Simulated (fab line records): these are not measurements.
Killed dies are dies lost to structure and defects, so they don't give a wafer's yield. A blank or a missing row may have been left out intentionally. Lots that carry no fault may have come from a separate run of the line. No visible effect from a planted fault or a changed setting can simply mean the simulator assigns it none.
Comparing a struck lot with a sound one | flow n5_finfet | 33 steps out of a route of 1938
Sound: the wafers L935.3, L935.5, L935.6. Struck: wafer L932.3. The cause is named last.
Per side, at each step with rows, come the tool, then ch with its chambers, and then its first start. Under that, the readings that differ: sound wafers | struck wafers | difference of the means | sigmas: that difference in standard deviations of wafers without a fault.
alike: readings whose means differ by less than 2 such deviations, and words and numbers that are the same on both sides. not compared: withheld readings, readings that some wafer has no value for, bounds like >300 that may hide the same value, and numbers for which the record gives no deviation and whose values overlap.
A row with sigmas, a row that says differs or no value, or rows on one side alone: a step with any of these is where the two part. Numbers that have no deviation but don't overlap get no sigmas and don't part them. Lack of a reading on every wafer of one side parts them only where that side has two or more wafers.

first, 6 steps without rows for these wafers: N5_BEOL_M3_COAT_05 (resist thk 30 nm); N5_BEOL_M3_EBR_07; N5_BEOL_M3_SOFTBAKE_06 (time 60 s); N5_BEOL_M3_EXPOSE_08 (exposes mask M3); N5_BEOL_M3_PEB_09 (peb time 60 s); N5_BEOL_M3_DEVELOP_10 (develop time 30 s).
N5_BEOL_M3_CD_MEAS_11: target cd 17.05 nm.
  sound on cd_sem-02 ch 0, day 10 02:38; struck on cd_sem-02 ch 0, day 9 17:44
  alike: cd_nm
N5_BEOL_M3_OVL_MEAS_12:
  sound on overlay-01 ch 0, day 10 02:40; struck on overlay-01 ch 0, day 9 17:46
  alike: M3_OVL
N5_BEOL_M3_INSPECT_13: inspects for defects (brightfield).
  struck on defect_inspect-01, day 9 17:49; sound on defect_inspect-02, day 10 02:43
  alike: raw_defect_count
N5_BEOL_M3_DESCUM_16: chemistry O2, time 7 s.
  sound on rie_diel-05 ch 0,1,3, day 10 02:45; struck on rie_diel-04 ch 0, day 9 17:53
  alike: drypump_motor_current_A, oes_product_au, rf_vpp_V, showerhead_plenum_p_Torr, throttle_valve_pct
  not compared: rf_hours_counter_h
N5_BEOL_M3_ETCH_74: etches underlayer in N2/H2, target depth 6.5 nm, time 5.2 s.
  sound on rie_diel-05 ch 0,1,3, day 10 02:47; struck on rie_diel-04 ch 0, day 9 17:55
  alike: drypump_motor_current_A, etch_rf_on_time_s, oes_product_au, rf_vpp_V, showerhead_plenum_p_Torr, throttle_valve_pct
  not compared: rf_hours_counter_h
then, 1 step without rows for these wafers: N5_BEOL_M3_ETCH_63 (etches SiARC in CF4, target depth 15.6 nm, time 26 s).
N5_BEOL_M3_ETCH_64: etches SOC in N2/H2, target depth 75 nm, overetch 15 nm, time 112.5 s.
  sound on rie_diel-05 ch 0,1,3, day 10 02:50; struck on rie_diel-04 ch 0, day 9 17:58
  alike: drypump_motor_current_A, oes_product_au, rf_vpp_V, showerhead_plenum_p_Torr, throttle_valve_pct
  not compared: rf_hours_counter_h
then, 3 steps without rows for these wafers: N5_BEOL_M3_STRIP_65 (strips in N2/H2); N5_BEOL_M3_STRIP_75 (strips in N2/H2); N5_BEOL_M3_STRIP_66 (strips in CF4).
N5_BEOL_M3_HM_OPEN_17: chemistry Cl2/BCl3, target TiN, target depth 20 nm, overetch 6 nm.
  sound on rie_metal-03 ch 0,1, day 10 03:02; struck on rie_metal-02 ch 1, day 9 18:11
  alike: drypump_motor_current_A, oes_product_au, throttle_valve_pct
  not compared: rf_hours_counter_h
N5_BEOL_M3_STRIP_19: strips in O2.
  sound on rie_diel-05 ch 0,3, day 10 03:07; struck on rie_diel-06 ch 0, day 9 18:20
  alike: drypump_motor_current_A, oes_product_au, rf_vpp_V, showerhead_plenum_p_Torr, throttle_valve_pct
  not compared: rf_hours_counter_h
N5_BEOL_M3_CD_MEAS_18: pitch 36 nm, target cd 18 nm.
  struck on cd_sem-02, day 9 18:25; sound on cd_sem-01, day 10 03:11
  alike: cd_nm
then, 9 steps without rows for these wafers: N5_BEOL_M3_COAT_67 (time 60 s, resist thk 60 nm); N5_BEOL_M3_COAT_68 (time 60 s, resist thk 12 nm); N5_BEOL_M3_COAT_76 (time 60 s, resist thk 5 nm); N5_BEOL_M3_COAT_22 (resist thk 30 nm); N5_BEOL_M3_EBR_24; N5_BEOL_M3_SOFTBAKE_23 (time 60 s); N5_BEOL_M3_EXPOSE_25 (exposes mask V2, defocus 5 nm); N5_BEOL_M3_PEB_26 (peb time 60 s); N5_BEOL_M3_DEVELOP_27 (develop time 30 s).
N5_BEOL_M3_CD_MEAS_28: target cd 25.7 nm, target cd y 23.3 nm.
  sound on cd_sem-01 ch 0, day 10 03:38; struck on cd_sem-01 ch 0, day 9 18:44
  alike: cd_nm
N5_BEOL_M3_OVL_MEAS_29:
  sound on overlay-02 ch 0, day 10 03:40; struck on overlay-02 ch 0, day 9 18:46
  alike: V2_OVL
N5_BEOL_M3_INSPECT_30: inspects for defects (brightfield).
  struck on defect_inspect-01, day 9 18:49; sound on defect_inspect-02, day 10 03:43
  reading          | sound       | struck | difference | sigmas
  raw_defect_count | 501 510 339 | 736    | +286       | +3
N5_BEOL_M3_DESCUM_33: chemistry O2, time 7 s.
  sound on rie_diel-05 ch 0,2,3, day 10 03:49; struck on rie_diel-04 ch 0, day 9 18:54
  reading                     | sound       | struck | difference | sigmas
  drypump_motor_current_A (A) | 4.9 5.1 5.8 | 6.3    | +1.0       | +3
  alike: oes_product_au, rf_vpp_V, showerhead_plenum_p_Torr, throttle_valve_pct
  not compared: rf_hours_counter_h
N5_BEOL_M4_RC_MEAS_101:
  sound on prober-02 ch 0, day 10 20:19; struck on prober-01 ch 0, day 10 09:31
  reading       | sound       | struck | difference | sigmas
  ION_N (uA/um) | 700 676 688 | 662    | -26        | -2
  ION_P (uA/um) | 479 462 469 | 452    | -18        | -2
  alike: DIBL_N, DIBL_P, IOFF_N, IOFF_P, SS_N, SS_P, VT_N, VT_P

## WHERE THEY PART
Last at N5_BEOL_M4_RC_MEAS_101 as far as this record goes, first at N5_BEOL_M3_INSPECT_30.

WHY: what had been put in by the simulator
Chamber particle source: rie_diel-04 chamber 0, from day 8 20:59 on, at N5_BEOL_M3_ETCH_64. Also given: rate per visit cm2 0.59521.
